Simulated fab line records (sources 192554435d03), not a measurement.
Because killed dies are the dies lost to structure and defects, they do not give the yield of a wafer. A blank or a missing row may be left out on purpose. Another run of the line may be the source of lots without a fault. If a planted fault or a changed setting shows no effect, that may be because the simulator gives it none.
fab line records ; flow n5_finfet ; part 2 of 2: steps 24 to 36 of 36
[record] lots = 5; wafers = 15; last_day = 17
route steps=1938 shown MIM_TOP_ETCH@1851 MIM_BOT_LITHO@1854 MIM_BOT_ETCH@1866 PASS1_CAP@1873 TV_LITHO@1875
lots that met no fault: taken from a fault-free run of the same line
start_h: hours from the record's opening day to when the first of the lot's shown wafers began ; wait_h: time in hours since the lot's previous step ; " same as the row above ; L1.1+2: a row that stands for several wafers ; - no value present, or no start provided ; * or withheld: withheld ; < > ~ a bound
route shown NAME@n: a module of which the file shows steps, and the number in the route of the first ; usual: mean/standard deviation taken from wafers without a fault ; same: alike in all rows ; chamber/n: place in a boat ; sites: each site's reading ; _std_site: standard deviation across them ; _edge_site: mean of outer sites minus mean of inner sites ; radius_mm: how far each site lies from the wafer's centre ; mask NAME#n: copy n ; behind: the last tool/chamber to shape the wafer ; hold: what put the lot on hold/how long, in hours/how the hold closed ; device: whichever transistor did not switch (one of n, p or np) ; end of line: the route-end tests of the same wafers ; a step without rows: its recipe alone ; killed: at the first sort, the dies lost to defects and structure; wafer yield is something else ; map: dies across one wafer; x = killed, . = not, _ = none there
set.NAME: the setting as run; set.NAME@STEP: as run at that earlier step ; model.NAME: the simulator's own value behind a step, which no gauge read
a table for each step, a row for each wafer; lots at some steps of the route
services: when a tool's chamber went out of use (start_h, in hours from the record's first day, below 0 if earlier), for how many hours, and the reason
[[steps]]
[step N5_PASSIVATION_PECVD_01]
[recipe] material = SiNx; target_thk_a = 2000; temp_c = 400; precursor = SiH4/NH3/N2; pressure_torr = 4.9; rf_w = 1406; time_s = 43.2
[usual] heater_power_w = 350/63; showerhead_plenum_p_Torr = 8.67/0.057; throttle_valve_pct = 29.1/1.5
lot.wafer;tool;chamber;start_h;wait_h;heater_power_w;showerhead_plenum_p_Torr;throttle_valve_pct
L075.3;pecvd-03;1;299.66;0.0;404;8.70;30.7
L075.4;pecvd-03;0;299.66;0.0;305;8.73;28.9
L075.5;pecvd-03;2;299.66;0.0;421;8.67;27.2
L078.3;pecvd-04;2;307.55;0.0;287;8.63;27.1
L078.4;pecvd-04;0;307.55;0.0;376;8.75;28.9
L078.5;pecvd-04;1;307.55;0.0;311;8.59;27.9
L085.1;pecvd-02;2;381.05;0.0;420;8.61;30.0
L085.2;pecvd-02;1;381.05;0.0;308;8.61;29.3
L085.6;pecvd-02;0;381.05;0.0;318;8.72;31.7
L092.1;pecvd-02;2;387.90;0.0;342;8.60;30.0
L092.3;pecvd-02;1;387.90;0.0;286;8.64;29.3
L092.6;pecvd-02;2;387.90;0.0;359;8.63;30.0
L095.1;pecvd-03;1;402.12;0.0;382;8.70;30.7
L095.2;pecvd-03;0;402.12;0.0;275;8.72;29.2
L095.3;pecvd-03;2;402.12;0.0;394;8.71;27.3
[step N5_PASSIVATION_HMDS_03]
[recipe] time_s = 60; temp_c = 120
lot.wafer;tool;chamber;start_h;wait_h
L075.3+4+5;litho_track-05;0;299.80;0.1
L078.3+4+5;litho_track-05;0;308.82;1.2
L085.1+2+6;litho_track-04;0;382.65;1.6
L092.1+3+6;litho_track-01;0;388.03;0.1
L095.1+2+3;litho_track-01;0;403.34;1.2
[step N5_PASSIVATION_COAT_04]
[recipe] spin_rpm = *; resist_thk_nm = *
lot.wafer;tool;chamber;start_h;wait_h
L075.3+4+5;litho_track-05;0;-;-
L078.3+4+5;litho_track-05;0;-;-
L085.1+2+6;litho_track-04;0;-;-
L092.1+3+6;litho_track-01;0;-;-
L095.1+2+3;litho_track-01;0;-;-
[step N5_PASSIVATION_EBR_06]
[recipe] solvent = PGMEA; ebr_width_mm = 1.5
lot.wafer;tool;chamber;start_h;wait_h
L075.3+4+5;litho_track-05;0;-;-
L078.3+4+5;litho_track-05;0;-;-
L085.1+2+6;litho_track-04;0;-;-
L092.1+3+6;litho_track-01;0;-;-
L095.1+2+3;litho_track-01;0;-;-
[step N5_PASSIVATION_SOFTBAKE_05]
[recipe] temp_c = 100; time_s = 90
lot.wafer;tool;chamber;start_h;wait_h
L075.3+4+5;litho_track-05;0;-;-
L078.3+4+5;litho_track-05;0;-;-
L085.1+2+6;litho_track-04;0;-;-
L092.1+3+6;litho_track-01;0;-;-
L095.1+2+3;litho_track-01;0;-;-
[step N5_PASSIVATION_EXPOSE_07]
[recipe] mask_id = TV; na = 0.55; source_shape = conventional; sigma_outer = 0.8; polarization = unpolarized; defocus_nm = 0; target_cd_nm = 3000; dose_mj = 22.75
[usual] focus_offset_nm = 0.0/0.5
lot.wafer;tool;chamber;start_h;wait_h;mask;focus_offset_nm
L075.3;krf_scanner-01;0;300.04;-;TV#0;-0.1
L075.4;krf_scanner-01;0;300.04;-;TV#0;0.1
L075.5;krf_scanner-01;0;300.04;-;TV#0;0.0
L078.3;krf_scanner-01;0;309.23;-;TV#0;0.8
L078.4;krf_scanner-01;0;309.23;-;TV#0;0.2
L078.5;krf_scanner-01;0;309.23;-;TV#0;0.1
L085.1;krf_scanner-01;0;382.88;-;TV#0;-0.6
L085.2;krf_scanner-01;0;382.88;-;TV#0;-1.0
L085.6;krf_scanner-01;0;382.88;-;TV#0;0.0
L092.1;krf_scanner-01;0;388.14;-;TV#0;0.5
L092.3;krf_scanner-01;0;388.14;-;TV#0;0.3
L092.6;krf_scanner-01;0;388.14;-;TV#0;0.0
L095.1;krf_scanner-01;0;403.57;-;TV#0;0.1
L095.2;krf_scanner-01;0;403.57;-;TV#0;0.8
L095.3;krf_scanner-01;0;403.57;-;TV#0;-0.2
[step N5_PASSIVATION_PEB_08]
[recipe] peb_temp_c = withheld; peb_time_s = *
lot.wafer;tool;chamber;start_h;wait_h
L075.3+4+5;litho_track-05;0;300.09;0.0
L078.3+4+5;litho_track-04;0;309.27;0.0
L085.1+2+6;litho_track-01;0;382.94;0.1
L092.1+3+6;litho_track-04;0;388.20;0.1
L095.1+2+3;litho_track-01;0;403.63;0.1
[step N5_PASSIVATION_DEVELOP_09]
[recipe] develop_time_s = 60; rinse_liquid = diw; dry = air_spin; dev_temp_c = 21
[same] develop_time_s = 60
lot.wafer;tool;chamber;start_h;wait_h
L075.3+4+5;litho_track-05;0;-;-
L078.3+4+5;litho_track-04;0;-;-
L085.1+2+6;litho_track-01;0;-;-
L092.1+3+6;litho_track-04;0;-;-
L095.1+2+3;litho_track-01;0;-;-
[step N5_PASSIVATION_HARDBAKE_11]
[recipe] temp_c = 130; time_s = 120
lot.wafer;tool;chamber;start_h;wait_h
L075.3+4+5;litho_track-05;0;-;-
L078.3+4+5;litho_track-04;0;-;-
L085.1+2+6;litho_track-01;0;-;-
L092.1+3+6;litho_track-04;0;-;-
L095.1+2+3;litho_track-01;0;-;-
[step N5_PASSIVATION_CD_MEAS_10]
[recipe] target_cd_nm = 3000; landing_energy_ev = 500; detector = se_inlens
[usual] cd_nm = 2998.9/2.2
lot.wafer;tool;chamber;start_h;wait_h;cd_nm
L075.3;cd_sem-01;0;300.21;-;3000.9
L075.4;cd_sem-01;0;300.21;-;2997.1
L075.5;cd_sem-01;0;300.21;-;3001.2
L078.3;cd_sem-03;0;309.40;-;3000.5
L078.4;cd_sem-03;0;309.40;-;2998.1
L078.5;cd_sem-03;0;309.40;-;3003.6
L085.1;cd_sem-03;0;383.06;-;2999.3
L085.2;cd_sem-03;0;383.06;-;2997.4
L085.6;cd_sem-03;0;383.06;-;2999.2
L092.1;cd_sem-01;0;388.31;-;2996.6
L092.3;cd_sem-01;0;388.31;-;2996.1
L092.6;cd_sem-01;0;388.31;-;2996.6
L095.1;cd_sem-01;0;403.75;-;2997.9
L095.2;cd_sem-01;0;403.75;-;2998.5
L095.3;cd_sem-01;0;403.75;-;2997.7
[step N5_PASSIVATION_OVL_MEAS_60]
[recipe] points_per_wafer = 44
[usual] TV_OVL = 1/6.6
lot.wafer;tool;chamber;start_h;wait_h;TV_OVL[nm]
L075.3;overlay-01;0;300.24;0.0;-6
L075.4;overlay-01;0;300.24;0.0;-10
L075.5;overlay-01;0;300.24;0.0;-14
L078.3;overlay-02;0;309.43;0.0;2
L078.4;overlay-02;0;309.43;0.0;-5
L078.5;overlay-02;0;309.43;0.0;-4
L085.1;overlay-02;0;383.09;0.0;-2
L085.2;overlay-02;0;383.09;0.0;2
L085.6;overlay-02;0;383.09;0.0;2
L092.1;overlay-02;0;388.35;0.0;-6
L092.3;overlay-02;0;388.35;0.0;-3
L092.6;overlay-02;0;388.35;0.0;-11
L095.1;overlay-01;0;403.78;0.0;0
L095.2;overlay-01;0;403.78;0.0;-2
L095.3;overlay-01;0;403.78;0.0;-4
[step N5_PASSIVATION_INSPECT_61]
[recipe] mode = adi; inspect_instrument = macro
[usual] raw_defect_count = 1.9/1.5
lot.wafer;tool;chamber;start_h;wait_h;raw_defect_count
L075.3;defect_inspect-01;-;300.26;0.0;1
L075.4;defect_inspect-01;-;300.26;0.0;0
L075.5;defect_inspect-01;-;300.26;0.0;3
L078.3;defect_inspect-01;-;309.45;0.0;5
L078.4;defect_inspect-01;-;309.45;0.0;4
L078.5;defect_inspect-01;-;309.45;0.0;4
L085.1;defect_inspect-02;-;383.11;0.0;3
L085.2;defect_inspect-02;-;383.11;0.0;2
L085.6;defect_inspect-02;-;383.11;0.0;0
L092.1;defect_inspect-01;-;388.37;0.0;0
L092.3;defect_inspect-01;-;388.37;0.0;4
L092.6;defect_inspect-01;-;388.37;0.0;2
L095.1;defect_inspect-01;-;403.80;0.0;2
L095.2;defect_inspect-01;-;403.80;0.0;3
L095.3;defect_inspect-01;-;403.80;0.0;2
[step N5_PASSIVATION_DESCUM_12]
[recipe] chemistry = O2; time_s = 7.9; source_power_w = 50; bias_power_w = 20; pressure_mtorr = 20; rf_frequency_hz = 2.712e+07; temp_c = 40; o2_flow_sccm = 225
[usual] drypump_motor_current_A = 5.7/0.59; oes_product_au = 0.82/0.096; rf_vpp_V = 242.6/1.4; showerhead_plenum_p_Torr = 2.06/0.068; throttle_valve_pct = 20.30/0.28
lot.wafer;tool;chamber;start_h;wait_h;drypump_motor_current_A;oes_product_au;rf_hours_counter_h;rf_vpp_V;showerhead_plenum_p_Torr;throttle_valve_pct
L075.3;rie_diel-03;2;300.51;0.3;5.6;0.70;238;241.6;2.09;20.92
L075.4;rie_diel-03;3;300.51;0.3;5.8;0.75;130;243.0;2.10;20.20
L075.5;rie_diel-03;3;300.51;0.3;5.8;0.74;-;243.8;2.10;20.23
L078.3;rie_diel-03;2;309.92;0.5;5.6;0.70;241;241.8;2.08;20.92
L078.4;rie_diel-03;3;309.92;0.5;5.8;0.75;133;244.6;2.10;20.22
L078.5;rie_diel-03;0;309.92;0.5;5.1;0.94;-;243.5;2.06;20.49
L085.1;rie_diel-04;2;383.49;0.4;5.2;0.70;212;243.6;2.09;20.24
L085.2;rie_diel-04;1;383.49;0.4;5.3;0.76;146;243.0;2.01;20.13
L085.6;rie_diel-04;3;383.49;0.4;6.2;0.94;-;243.3;2.03;19.97
L092.1;rie_diel-03;0;388.40;0.0;5.1;0.89;30;242.7;2.05;20.51
L092.3;rie_diel-03;1;388.40;0.0;6.3;0.86;37;243.5;2.13;19.87
L092.6;rie_diel-03;3;388.40;0.0;5.8;0.72;-;242.6;2.09;20.25
L095.1;rie_diel-04;3;403.83;0.0;6.3;0.91;17;241.5;2.03;19.96
L095.2;rie_diel-04;0;403.83;0.0;5.9;0.69;198;239.3;1.90;20.49
L095.3;rie_diel-04;2;403.83;0.0;5.1;0.69;219;244.1;2.08;20.25
[[services]]
tool;chamber;start_h;hours;kind
krf_scanner-01;-;276.50;1.3;pm
krf_scanner-02;-;292.50;1.3;pm
rie_metal-03;0;295.59;-;clean
rie_diel-05;3;314.94;11.0;repair
pecvd-02;1;315.25;3.4;repair
rie_diel-03;0;318.78;21.1;repair
rie_diel-04;0;319.25;5.6;repair
krf_scanner-01;-;324.96;1.0;pm
pecvd-02;-;328.67;1.5;repair
rie_diel-06;3;333.55;2.8;repair
krf_scanner-02;-;333.60;0.8;pm
rie_diel-06;-;334.62;0.7;repair
krf_scanner-01;-;335.96;0.8;pm
pecvd-03;1;341.51;5.2;repair
pecvd-04;-;343.24;1.7;repair
litho_track-05;-;351.11;-;consumable_replace:filter
rie_diel-05;1;355.36;13.1;repair
pecvd-02;0;359.75;7.6;repair
krf_scanner-01;0;364.19;-;calibration
krf_scanner-02;-;367.03;1.0;pm
krf_scanner-01;-;378.70;1.8;repair
litho_track-05;-;391.46;-;consumable_replace:filter
rie_diel-05;3;397.26;7.3;repair
rie_diel-05;-;400.19;2.8;pm
